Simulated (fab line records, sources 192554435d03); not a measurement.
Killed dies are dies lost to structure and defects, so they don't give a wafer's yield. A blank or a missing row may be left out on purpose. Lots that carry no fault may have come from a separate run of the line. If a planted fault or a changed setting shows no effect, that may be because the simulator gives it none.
Lot-split experiment -- flow n5 finfet -- 21 wafers read across 7 lots, on a route 1938 steps long

SPLIT DETAILS
At N5_BEOL_M7_COAT_22 (resist thk 30 nm), the setting spin rpm was moved away from the recipe's 1500 rpm on 8 of the 21 wafers read, by -7.3% to +8.7%. For the rest of the wafers, this setting stayed at what the recipe calls for.

FROM THE SPLIT TO THE READING: what the file shows between them, 5 steps
- N5_BEOL_M7_EXPOSE_25: exposes mask V6, target cd 40 nm (also split here: dose mj)
- N5_BEOL_M7_PEB_26: peb time 60 s
- N5_BEOL_M7_DEVELOP_27: develop time 30 s
- N5_BEOL_M7_CD_MEAS_28: target cd 40 nm
- N5_BEOL_M7_DESCUM_33: chemistry O2, time 7 s

THE READING
CAR-EUV_of_BEOL_M7_COAT_22.thk nm (the simulator's own value, which no gauge read), in nm, at N5_BEOL_M7_ETCH_72 (etches underlayer in N2/H2, target depth 6.5 nm, time 5.2 s). There is no usual value for it anywhere in the file. Average 20.2 nm, standard deviation 0.078 nm, over the 13 wafers here run with the recipe.

wafer,"tool, chamber at the split","spin rpm as run, rpm",against the recipe,"CAR-EUV_of_BEOL_M7_COAT_22.thk nm, nm",against lot-mates on the recipe
L075.1,"litho track-05, 0",1391,-7.3%,21.4,+1.2
L075.3,"litho track-05, 0",1500,recipe,20.2,-
L075.6,"litho track-05, 0",1391,-7.3%,21.4,+1.2
L080.2,"litho track-05, 0",1500,recipe,20.2,-
L080.4,"litho track-05, 0",1500,recipe,20.2,-
L080.6,"litho track-05, 0",1500,recipe,20.2,-
L082.2,"litho track-02, 0",1631,+8.7%,19,-1.4
L082.4,"litho track-02, 0",1631,+8.7%,19.2,-1.2
L082.6,"litho track-02, 0",1500,recipe,20.4,-
L091.3,"litho track-02, 0",1607,+7.1%,19.4,-0.8
L091.4,"litho track-02, 0",1607,+7.1%,19.2,-1.0
L091.5,"litho track-02, 0",1500,recipe,20.2,-
L097.1,"litho track-01, 0",1500,recipe,20.2,-
L097.3,"litho track-01, 0",1500,recipe,20,-
L097.6,"litho track-01, 0",1500,recipe,20.2,-
L094.2,"litho track-02, 0",1454,-3.1%,20.8,+0.6
L094.3,"litho track-02, 0",1500,recipe,20.2,-
L094.4,"litho track-02, 0",1454,-3.1%,20.6,+0.4
L096.1,"litho track-02, 0",1500,recipe,20.2,-
L096.3,"litho track-02, 0",1500,recipe,20.2,-
L096.2,"litho track-02, 0",1500,recipe,20.2,-

THE FIT
A straight line over all 21 wafers: CAR-EUV_of_BEOL_M7_COAT_22.thk nm changes by -0.14 nm for each +1% of spin rpm; r = -0.99; the points scatter about the line by 0.11 nm.
The same after taking each lot's own level away (the mean of its wafers on the recipe; 21 wafers): -0.149 nm for each +1%; r = -0.99; scatter 0.089 nm.
On that fit, the largest move of spin rpm shifts the reading by 1.3 nm.
The lots' own levels span 20.13 to 20.40 nm, that is 3.4 times the standard deviation above.
So the lot-to-lot level changes the slope little: the two slopes agree.
Check: with one of the wafers moved furthest among these (+8.7%) left out of the fit, the line predicts -1.23 nm for it against its lot-mates. It came out at -1.4 nm against them.

OTHER SPLITS ON THESE WAFERS
Before the reading, these wafers also passed through other splits. Each is held against what the fit with the lots' levels taken away leaves over:
other split on the same wafers,wafers away from the commonest value,r with CAR-EUV_of_BEOL_M7_COAT_22.thk nm (lot level and that fit taken away)
N5_BEOL_M5_ETCH_41 source w,6,-0.03
N5_BEOL_M6_ETCH_62 time s,4,+0.08
N5_BEOL_M7_COAT_60 spin rpm,10,+0.12
N5_BEOL_M7_ETCH_61 source w,9,+0.18
N5_BEOL_M7_EXPOSE_25 dose mj,6,-0.12

THE WHOLE CHAIN: every reading that the file lists as answering this split, in the file's order
step,what it does,reading,change (the file's fit),r (the file's)
N5_BEOL_M7_COAT_22,resist thk 30 nm,"CAR-EUV_of_BEOL_M7_COAT_22.thk nm (the simulator's own value, which no gauge read)",-0.145 nm for each +1% of the setting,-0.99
N5_BEOL_M7_ETCH_72,"etches underlayer in N2/H2, target depth 6.5 nm, time 5.2 s","CAR-EUV_of_BEOL_M7_COAT_22.thk nm (the simulator's own value, which no gauge read)",-0.148 nm for each +1% of the setting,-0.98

FILE'S OWN FIT
CAR-EUV_of_BEOL_M7_COAT_22.thk nm changes by -0.148 nm for each +1% of spin rpm, r = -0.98.
